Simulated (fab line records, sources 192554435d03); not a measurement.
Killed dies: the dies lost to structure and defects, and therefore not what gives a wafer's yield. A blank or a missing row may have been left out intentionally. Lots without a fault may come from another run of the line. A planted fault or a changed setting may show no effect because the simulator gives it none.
Chamber matching -- flow n5_finfet -- rie_diel-03 running N5_BEOL_M1_ETCH_77: 4 sister chambers
The step etches underlayer in N2/H2, target depth 6.5 nm, time 5.2 s. 8 wafers are shown with their chamber, then 10 later ones without.

WAFERS PAIRED WITH THEIR CHAMBERS
wafer,chamber,drypump_motor_current_A (A),showerhead_plenum_p_Torr (Torr)
L075.3,2,6.3,2.49
L084.3,1,6.1,2.64
L084.6,3,6.4,2.64
L085.1,1,6.1,2.64
L085.2,2,6.3,2.48
L085.3,3,6.3,2.64
L085.4,0,5.6,2.48
L085.5,0,5.6,2.48

WAFERS WITHOUT THEIR CHAMBER
wafer,drypump_motor_current_A (A),showerhead_plenum_p_Torr (Torr)
L085.6,6.3,2.64
L088.2,6.3,2.63
L088.4,5.6,2.48
L088.6,6.1,2.64
L091.1,6.3,2.63
L091.4,6.3,2.48
L091.6,6.3,2.48
L097.1,6.1,2.63
L097.2,6.3,2.63
L097.4,6.3,2.47

THE CHAMBER EACH PASSED THROUGH
wafer,from the rows above,in truth
L085.6,3,3
L088.2,3,3
L088.4,0,0
L088.6,1,1
L091.1,3,3
L091.4,2,2
L091.6,2,2
L097.1,1,1
L097.2,3,3
L097.4,2,2
Placed correctly: 10 of 10. Number that these rows cannot place: 0. Placed wrongly: 0.
How it was worked out, from the rows above alone: a wafer's distance from a chamber is the root of the sum, over the readings, of the square of ((its reading less the chamber's mean) divided by the reading's scatter). The wafer belongs to the nearest chamber; if the next one is less than 2 further off, it can't be placed. A chamber's mean is the mean of its shown wafers. How the scatter is found: for the shown wafers, subtract from each reading the mean of its chamber, square and add these, divide the total by (wafers less chambers), then take the root.
